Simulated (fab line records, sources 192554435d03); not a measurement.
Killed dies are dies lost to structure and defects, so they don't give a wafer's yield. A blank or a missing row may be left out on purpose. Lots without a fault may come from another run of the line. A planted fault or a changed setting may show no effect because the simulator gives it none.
Chamber matching | flow n5_finfet | N5_BEOL_M1_ETCHBACK_99 on rie_diel-05: 4 sister chambers
The step etches SiO2 in CHF3, target depth 5 nm, time 10.4 s. 22 wafers are shown with their chamber, then 11 later ones without.

WAFERS WITH THEIR CHAMBER
wafer  | chamber | showerhead_plenum_p_Torr (Torr) | drypump_motor_current_A (A) | rf_vpp_V (V)
L074.1 | 1       | 2.17                            | 6.2                         | 244
L074.4 | 0       | 2.22                            | 5.0                         | 247
L074.6 | 3       | 2.09                            | 5.4                         | 243
L079.1 | 3       | 2.08                            | 5.4                         | 243
L079.4 | 1       | 2.17                            | 6.2                         | 242
L079.6 | 3       | 2.08                            | 5.4                         | 242
L082.3 | 3       | 2.08                            | 5.4                         | 242
L082.4 | 0       | 2.22                            | 4.9                         | 248
L082.6 | 3       | 2.08                            | 5.4                         | 243
L083.2 | 3       | 2.08                            | 5.4                         | 241
L083.5 | 1       | 2.17                            | 6.2                         | 244
L083.6 | 2       | 2.04                            | 5.7                         | 231
L085.2 | 2       | 2.04                            | 5.6                         | 229
L085.4 | 1       | 2.17                            | 6.2                         | 243
L085.6 | 2       | 2.04                            | 5.7                         | 229
L090.1 | 3       | 2.08                            | 5.3                         | 242
L090.5 | 3       | 2.08                            | 5.4                         | 242
L090.6 | 0       | 2.21                            | 5.0                         | 247
L091.1 | 1       | 2.16                            | 6.1                         | 244
L091.2 | 3       | 2.08                            | 5.4                         | 242
L091.4 | 0       | 2.21                            | 5.0                         | 246
L093.2 | 3       | 2.07                            | 5.3                         | 242

SIGNATURES (means of the wafers above)
reading                  | chamber 0 | chamber 1 | chamber 2 | chamber 3 | scatter within a chamber
showerhead_plenum_p_Torr | 2.2150    | 2.1680    | 2.0400    | 2.0800    | 0.00459
drypump_motor_current_A  | 4.975     | 6.180     | 5.667     | 5.380     | 0.046
rf_vpp_V                 | 247.00    | 243.40    | 229.67    | 242.20    | 0.798
Rule: a wafer's distance from a chamber is the root of the sum, over the readings, of the square of ((its reading less the chamber's mean) divided by the reading's scatter). The wafer belongs to the nearest chamber; if the next one is less than 2 further off, it can't be placed. The scatter: the root of (the sum of the squares of (reading less its chamber's mean) over the shown wafers, divided by (wafers less chambers)).

WAFERS WITHOUT THEIR CHAMBER
wafer  | showerhead_plenum_p_Torr (Torr) | drypump_motor_current_A (A) | rf_vpp_V (V)
L093.4 | 2.21                            | 4.9                         | 247
L093.6 | 2.07                            | 5.4                         | 243
L094.4 | 2.21                            | 4.9                         | 247
L094.5 | 2.21                            | 5.0                         | 247
L094.6 | 2.16                            | 6.2                         | 243
L095.1 | 2.21                            | 5.0                         | 247
L095.3 | 2.03                            | 5.6                         | 229
L095.6 | 2.16                            | 6.2                         | 243
L096.1 | 2.16                            | 6.2                         | 242
L096.3 | 2.03                            | 5.7                         | 229
L096.4 | 2.16                            | 6.2                         | 242

WHICH CHAMBER EACH WENT THROUGH
wafer  | from the rows above | in truth
L093.4 | 0                   | 0
L093.6 | 3                   | 3
L094.4 | 0                   | 0
L094.5 | 0                   | 0
L094.6 | 1                   | 1
L095.1 | 0                   | 0
L095.3 | 2                   | 2
L095.6 | 1                   | 1
L096.1 | 1                   | 1
L096.3 | 2                   | 2
L096.4 | 1                   | 1
Placed correctly: 11 of 11. Can't be placed from these rows: 0. Placed wrongly: 0.
